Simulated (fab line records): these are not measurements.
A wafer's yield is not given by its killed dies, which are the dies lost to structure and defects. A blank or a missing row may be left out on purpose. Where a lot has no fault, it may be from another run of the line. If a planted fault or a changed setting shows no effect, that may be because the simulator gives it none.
Chamber matching -- flow n5_finfet -- N5_FIN_SAQP_SPACER1_ALD_24 on ald_sin-02: 4 sister chambers
The step deposits SiO2, target thk 20.3 nm, pulse time 1 s, purge time 2 s. 4 wafers are shown with their chamber, then 10 later ones without.

EACH WAFER AND ITS CHAMBER
wafer,chamber,heater_power_w (W)
L082.4,0,489
L084.5,3,445
L088.1,2,485
L088.2,1,470

WAFERS WHOSE CHAMBER IS MISSING
wafer,heater_power_w (W)
L088.4,446
L089.1,452
L089.5,495
L089.6,433
L091.1,497
L091.4,459
L091.5,510
L092.4,463
L092.5,477
L092.6,500

WHICH CHAMBER EACH ONE RAN IN
wafer,from the rows above,in truth
L088.4,3,3
L089.1,can't be placed: 3 or 1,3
L089.5,can't be placed: 0 or 2 or 1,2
L089.6,3,3
L091.1,can't be placed: 0 or 2 or 1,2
L091.4,can't be placed: 1 or 3 or 2 or 0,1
L091.5,can't be placed: 0 or 2 or 1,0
L092.4,can't be placed: 1 or 3 or 2 or 0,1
L092.5,can't be placed: 1 or 2 or 0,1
L092.6,can't be placed: 0 or 2 or 1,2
2 of 10 placed correctly. These rows do not allow placing 8 (true chamber among the candidates in 8). Number placed wrongly: 0.
How it was worked out, from the rows above alone: a wafer's distance from a chamber is the root of the sum, over the readings, of the square of ((its reading less the chamber's mean) divided by the reading's scatter). The wafer belongs to the nearest chamber; if the next one is less than 2 further off, it can't be placed. For every chamber, the mean is computed from those of its wafers that are shown. The scatter: with one shown wafer a chamber, the root of the mean of the squares of how far each hidden wafer lies from its nearest shown one.
